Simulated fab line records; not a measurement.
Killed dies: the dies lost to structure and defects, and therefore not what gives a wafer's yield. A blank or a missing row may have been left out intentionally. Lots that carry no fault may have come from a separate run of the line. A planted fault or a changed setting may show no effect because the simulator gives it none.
A struck lot beside a sound one ; flow nand-harc ; 14 steps out of a route of 1302
Sound: wafers L264.2, L264.3, L264.4. The struck wafers were L261.3, L261.4, L261.5. The cause is given at the end.
At each step with rows: each side's tool, then ch and its chambers, then its first start. Under that, the readings that differ: sound wafers ; struck wafers ; difference of the means ; sigmas: that difference in standard deviations of wafers without a fault.
alike: readings whose means differ by less than 2 such deviations, and words and numbers that are the same on both sides. not compared: withheld readings, readings that some wafer has no value for, bounds like >300 that may hide the same value, and numbers for which the record gives no deviation and whose values overlap.
A row with sigmas, a row that says differs or no value, or rows on one side alone: a step with any of these is where the two part. When numbers do not overlap yet have no deviation, they are printed without sigmas and do not part them. A reading missing from all wafers of one side parts the sides only when that side holds two or more wafers.

first, 3 steps without rows for these wafers: NHARC_A_CHANNEL_HOLE_D1_EXPOSE_07 (exposes mask HOLE D1, target cd 100 nm); NHARC_A_CHANNEL_HOLE_D1_PEB_08 (peb time 65 s); NHARC_A_CHANNEL_HOLE_D1_DEVELOP_09 (develop time 35 s).
NHARC_A_CHANNEL_HOLE_D1_CD_MEAS_10: target cd 100 nm.
  sound on cd-sem-02 ch 0, day 13 14:49; struck on cd-sem-02 ch 0, day 12 18:46
  alike: cd-nm
NHARC_A_CHANNEL_HOLE_D1_OVL_MEAS_11:
  sound: overlay-01 at day 13 14:54; struck: overlay-02 at day 12 18:51
  alike: overlay-x-nm, overlay-y-nm
NHARC_A_CHANNEL_HOLE_D1_INSPECT_12:
  sound: defect-inspect-01 at day 13 14:56; struck: defect-inspect-01 at day 12 18:53
  alike: raw-defect-count
NHARC_A_CHANNEL_HOLE_D1_DESCUM_15: chemistry O2, time 3 s.
  sound on rie-diel-06 ch 0,1,3, day 13 15:00; struck on rie-diel-04 ch 1,2,3, day 12 18:57
  alike: drypump-motor-current-A, oes-product-au, rf-vpp-V, showerhead-plenum-p-Torr, throttle-valve-pct
  not compared: rf-hours-counter-h
NHARC_A_CHANNEL_HOLE_D1_ETCH_38: etches the open film in CF4, target depth 39 nm, time 65 s.
  sound on rie-diel-06 ch 1,2,3, day 13 15:05; struck on rie-diel-04 ch 0,3, day 12 19:02
  alike: bias-w, cf4-flow-sccm, drypump-motor-current-A, oes-product-au, rf-vpp-V, showerhead-plenum-p-Torr, throttle-valve-pct
  not compared: rf-hours-counter-h
NHARC_A_CHANNEL_HOLE_D1_ETCH_39: etches the open film in N2/H2, target depth 260 nm, time 325 s.
  sound: rie-diel-06 ch 0,1,2; struck: rie-diel-04 ch 1,2
  alike: bias-w, chamber-pressure-mTorr, drypump-motor-current-A, oes-product-au, rf-vpp-V, showerhead-plenum-p-Torr, throttle-valve-pct
  not compared: rf-hours-counter-h
NHARC_A_CHANNEL_HOLE_D1_ETCH_34: etches the open film in CF4/CHF3, target depth 154 nm, time 77 s.
  sound: rie-diel-06 ch 0,1,2; struck: rie-diel-04 ch 0,2,3
  alike: bias-w, cf4-flow-sccm, drypump-motor-current-A, oes-product-au, rf-vpp-V, showerhead-plenum-p-Torr, throttle-valve-pct
  not compared: rf-hours-counter-h
NHARC_A_CHANNEL_HOLE_D1_ETCH_16: etches the open film in O2/COS, target depth 3100 nm, time 806 s.
  sound: rie-diel-06 ch 0,1,3; struck: rie-diel-04 ch 0,2,3
reading;sound;struck;difference;sigmas
drypump-motor-current-A (A);5.9 6.1 6.4;5.3 5.6 4.8;-0.9;-2
showerhead-plenum-p-Torr (Torr);2.98 2.92 2.94;3.26 3.36 3.19;+0.32;+2
  alike: bias-w, chamber-pressure-mTorr, oes-product-au, rf-vpp-V, throttle-valve-pct
  not compared: rf-hours-counter-h
NHARC_A_CHANNEL_HOLE_D1_CD_MEAS_18:
  sound: cd-sem-02 at day 13 16:06; struck: cd-sem-02 at day 12 20:04
  alike: cd-nm
NHARC_A_CHANNEL_HOLE_D1_ETCH_19: etches the open film in C4F8/O2/Ar, time 34.5 s.
  sound on har-etch-01 ch 0,1, day 13 16:11; struck on har-etch-02 ch 0,1, day 12 22:53
  no value came back on the struck wafers for any of 6 readings (bias-v (V), c4f8-flow-sccm (sccm) and others); on the sound wafers bias-v (V) reads 1217 1212 1200
  not compared: rf-hours-counter-h
then, 1 step without rows for these wafers: NHARC_A_CHANNEL_HOLE_D1_ETCH_20 (etches the open film in C4F8/O2/Ar, time 361.9 s, target depth 1600 nm).

WHERE THEY PART
At NHARC_A_CHANNEL_HOLE_D1_ETCH_16 first; at NHARC_A_CHANNEL_HOLE_D1_ETCH_19 last (within this record only).

WHY: whatever the simulator had introduced
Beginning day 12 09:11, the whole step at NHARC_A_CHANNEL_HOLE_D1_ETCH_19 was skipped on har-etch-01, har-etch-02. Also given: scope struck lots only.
